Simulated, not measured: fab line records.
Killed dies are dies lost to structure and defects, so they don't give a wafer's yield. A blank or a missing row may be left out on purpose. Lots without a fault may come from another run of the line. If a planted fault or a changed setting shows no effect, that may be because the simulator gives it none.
Chamber matching ; flow n5_finfet ; N5_BEOL_M8_DESCUM_33 on rie_diel-03: 4 sister chambers
The step chemistry O2, time 7 s. 4 wafers are shown with their chamber, then 10 later ones without.

## WAFERS, EACH WITH ITS CHAMBER
wafer;chamber;throttle_valve_pct (%)
L085.1;3;20.66
L085.6;1;20.05
L087.3;0;20.28
L087.4;2;20.90

## WAFERS MISSING THEIR CHAMBER
wafer;throttle_valve_pct (%)
L087.6;20.65
L088.1;20.94
L088.2;20.67
L088.6;20.06
L092.1;20.06
L092.2;20.69
L092.3;20.92
L094.1;20.07
L094.4;20.92
L094.6;20.08

## WHICH CHAMBER EACH ONE RAN IN
wafer;from the rows above;in truth
L087.6;3;3
L088.1;2;2
L088.2;3;3
L088.6;1;1
L092.1;1;1
L092.2;3;3
L092.3;2;2
L094.1;1;1
L094.4;2;2
L094.6;1;1
Correct placement for 10 of the 10. Not placeable from these rows: 0. Placed wrongly: 0.
How it was worked out, from the rows above alone: a wafer's distance from a chamber is the root of the sum, over the readings, of the square of ((its reading less the chamber's mean) divided by the reading's scatter). If the next closest chamber is less than 2 further off than the closest, the wafer can't be placed; otherwise it belongs to the closest. For every chamber, the mean is computed from those of its wafers that are shown. The scatter (one wafer shown for each chamber): square how far every hidden wafer sits from the nearest shown wafer, average those squares and take the square root.
